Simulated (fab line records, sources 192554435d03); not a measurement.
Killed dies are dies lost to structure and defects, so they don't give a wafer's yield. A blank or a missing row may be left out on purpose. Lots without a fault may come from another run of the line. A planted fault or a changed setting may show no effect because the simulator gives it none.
Chamber matching | flow n5_finfet | N5_FIN_SAQP_PECVD_47 on pecvd-02: 3 sister chambers
The step deposits a-Si from SiH4/He, target thk 45 nm, time 36.3 s. 18 wafers are shown with their chamber, then 9 later ones without.

WAFERS WITH THEIR CHAMBER
wafer  | chamber | heater_power_w (W) | showerhead_plenum_p_Torr (Torr) | throttle_valve_pct (%)
L076.2 | 2       | 1102               | 5.68                            | 20.0
L076.4 | 0       | 779                | 5.73                            | 17.9
L076.5 | 2       | 1102               | 5.68                            | 20.1
L077.1 | 0       | 755                | 5.70                            | 18.4
L077.2 | 1       | 758                | 5.59                            | 17.8
L077.6 | 2       | 1092               | 5.69                            | 20.1
L080.1 | 0       | 718                | 5.71                            | 17.9
L080.5 | 1       | 804                | 5.58                            | 17.9
L080.6 | 0       | 726                | 5.71                            | 18.2
L084.1 | 1       | 853                | 5.57                            | 17.9
L084.2 | 0       | 770                | 5.70                            | 18.2
L084.6 | 2       | 1116               | 5.66                            | 17.4
L085.3 | 2       | 1077               | 5.66                            | 17.2
L085.4 | 2       | 1074               | 5.65                            | 17.3
L085.5 | 1       | 833                | 5.58                            | 17.8
L090.3 | 1       | 818                | 5.58                            | 17.5
L090.5 | 1       | 831                | 5.57                            | 17.7
L090.6 | 0       | 748                | 5.70                            | 18.4

SIGNATURES (means of the wafers above)
reading                  | chamber 0 | chamber 1 | chamber 2 | scatter within a chamber
heater_power_w           | 749.33    | 816.17    | 1093.83   | 25.3
showerhead_plenum_p_Torr | 5.7083    | 5.5783    | 5.6700    | 0.012
throttle_valve_pct       | 18.167    | 17.767    | 18.683    | 0.89
Rule: a wafer's distance from a chamber is the root of the sum, over the readings, of the square of ((its reading less the chamber's mean) divided by the reading's scatter). The wafer belongs to the nearest chamber; if the next one is less than 2 further off, it can't be placed. The scatter: the root of (the sum of the squares of (reading less its chamber's mean) over the shown wafers, divided by (wafers less chambers)).

WAFERS WITHOUT THEIR CHAMBER
wafer  | heater_power_w (W) | showerhead_plenum_p_Torr (Torr) | throttle_valve_pct (%)
L092.2 | 1078               | 5.66                            | 17.6
L092.4 | 796                | 5.71                            | 18.6
L092.6 | 759                | 5.57                            | 17.5
L093.2 | 775                | 5.71                            | 18.3
L093.3 | 1101               | 5.66                            | 17.5
L093.4 | 781                | 5.71                            | 18.8
L097.2 | 769                | 5.58                            | 17.4
L097.3 | 1019               | 5.67                            | 17.2
L097.4 | 793                | 5.70                            | 18.4

WHICH CHAMBER EACH WENT THROUGH
wafer  | from the rows above | in truth
L092.2 | 2                   | 2
L092.4 | 0                   | 0
L092.6 | 1                   | 1
L093.2 | 0                   | 0
L093.3 | 2                   | 2
L093.4 | 0                   | 0
L097.2 | 1                   | 1
L097.3 | 2                   | 2
L097.4 | 0                   | 0
Placed correctly: 9 of 9. Can't be placed from these rows: 0. Placed wrongly: 0.
